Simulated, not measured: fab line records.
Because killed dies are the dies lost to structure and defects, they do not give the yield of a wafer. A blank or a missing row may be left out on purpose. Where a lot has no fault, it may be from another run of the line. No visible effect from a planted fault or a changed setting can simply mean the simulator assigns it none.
Code-filled problem report in 8D (eight disciplines) form | flow n5 finfet | the parts of the form that need people (team, actions taken, sign-off) are left out

1. PROBLEM STATEMENT
Mean of killed_at_M4_up at N5_PASSIVATION_PROBE_49: 418 over 3 wafers from 1 lot, against 14 (standard deviation 5.3) on wafers with no fault. That puts it +76 standard deviations away from the usual mean.
First seen on wafer L291.2, day 15 04:01, on prober-01. The record holds 3 wafers of 1 lot with a number at this step. Rule for "out", or "out of limits": more than 4 standard deviations from the usual mean. The other wafers with a number count as sound.

2. WHAT IT IS, AND WHAT IT ISN'T
question                    | is                                                                                                                                     | is not
which readings at this step | killed_at_M4_up, defect limited yield, killed dies, killed on rim, sort_bin_5_function, sort_bin_6_memory, sort n pass, sort yield pct | killed_at_M0_to_M3, killed at contacts, killed at front end, killed at other, killed short, sort_bin_4_leakage
which lots                  | L291                                                                                                                                   | -
which wafers of those lots  | all that have a number                                                                                                                 | -
read on which tools         | prober-01                                                                                                                              | -
when                        | from day 15 04:01                                                                                                                      | up to then (0 sound wafers)

3. WHAT RULES OUT EACH SUSPECT
Counting: a tool at a process step up to the reading stays a suspect if it ran every lot that is out and no sound lot after the first of them.
- ecd cu-01 at N5_BEOL_M11_ECD_50 (material Cu, target thk 318 nm): kept. It ran the lot that is out, L291 (day 13 11:08), and no sound lot after that.
- rie diel-03 at N5_BEOL_M15_ETCH_38 (etches SiCN in CF4/N2, target depth 106.4 nm, time 120.5 s): kept. It ran the lot that is out, L291 (day 14 12:55), and no sound lot after that. N5_BEOL_M15_ETCH_38 gives no start for some lots, so the hours and the order of its lots are those of N5_BEOL_M15_DEGAS_41.
- pvd sputter-03 at N5_BEOL_M15_DEGAS_41 (time 60 s): kept. It ran the lot that is out, L291 (day 14 12:55), and no sound lot after that.
- prober-01 at N5_PASSIVATION_PROBE_49: kept. It ran the lot that is out, L291 (day 15 04:01), and no sound lot after that. Its own defect limited yield, killed_at_M4_up, killed dies, killed on rim, sort_bin_5_function, sort_bin_6_memory, sort n pass, sort yield pct readings are out on those wafers.
Left after counting: ecd cu-01 at N5_BEOL_M11_ECD_50, rie diel-03 at N5_BEOL_M15_ETCH_38, pvd sputter-03 at N5_BEOL_M15_DEGAS_41, prober-01 at N5_PASSIVATION_PROBE_49.

4. THE CAUSE (what the simulator had put in)
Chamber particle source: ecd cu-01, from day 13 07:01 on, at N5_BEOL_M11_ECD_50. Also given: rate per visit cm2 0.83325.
Counting left 4 suspects, and this tool is among them.

5. THE CHAIN OF EFFECTS, in route order
Each row: a reading whose mean over the struck wafers that have a number lies more than 3 standard deviations from the usual. Scope: only readings with a usual standard deviation given in the record; hours: median across lots of the time from each lot's start at the first step in this table that gives one to its start at this step; sigmas: change in usual standard deviations.
hours | step                    | reading              | usual  | on struck wafers | change | sigmas
0     | N5_PASSIVATION_PROBE_49 | defect limited yield | 91.0 % | 59.3             | -31.7  | -20
0     | N5_PASSIVATION_PROBE_49 | killed_at_M4_up      | 14     | 418              | +404   | +76
0     | N5_PASSIVATION_PROBE_49 | killed dies          | 106    | 480              | +374   | +20
0     | N5_PASSIVATION_PROBE_49 | killed on rim        | 14     | 60               | +46    | +12
0     | N5_PASSIVATION_PROBE_49 | sort_bin_5_function  | 5.3 %  | 25.8             | +20.5  | +21
0     | N5_PASSIVATION_PROBE_49 | sort_bin_6_memory    | 3.3 %  | 12.7             | +9.4   | +12
0     | N5_PASSIVATION_PROBE_49 | sort n pass          | 1073   | 700              | -373   | -20
0     | N5_PASSIVATION_PROBE_49 | sort yield pct       | 91.0 % | 59.3             | -31.7  | -20
Its process steps:
- N5_PASSIVATION_PROBE_49

6. WHAT WOULD HAVE CAUGHT IT SOONER
45 hours passed between the start of the fault at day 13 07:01 and the first reading out of limits in this record, taken at day 15 04:01.
The start of N5_BEOL_M11_ECD_50 on ecd cu-01 came by day 15 04:01 for every one of the lots that are out (1). Holding the tool at that point would not have protected any of them.
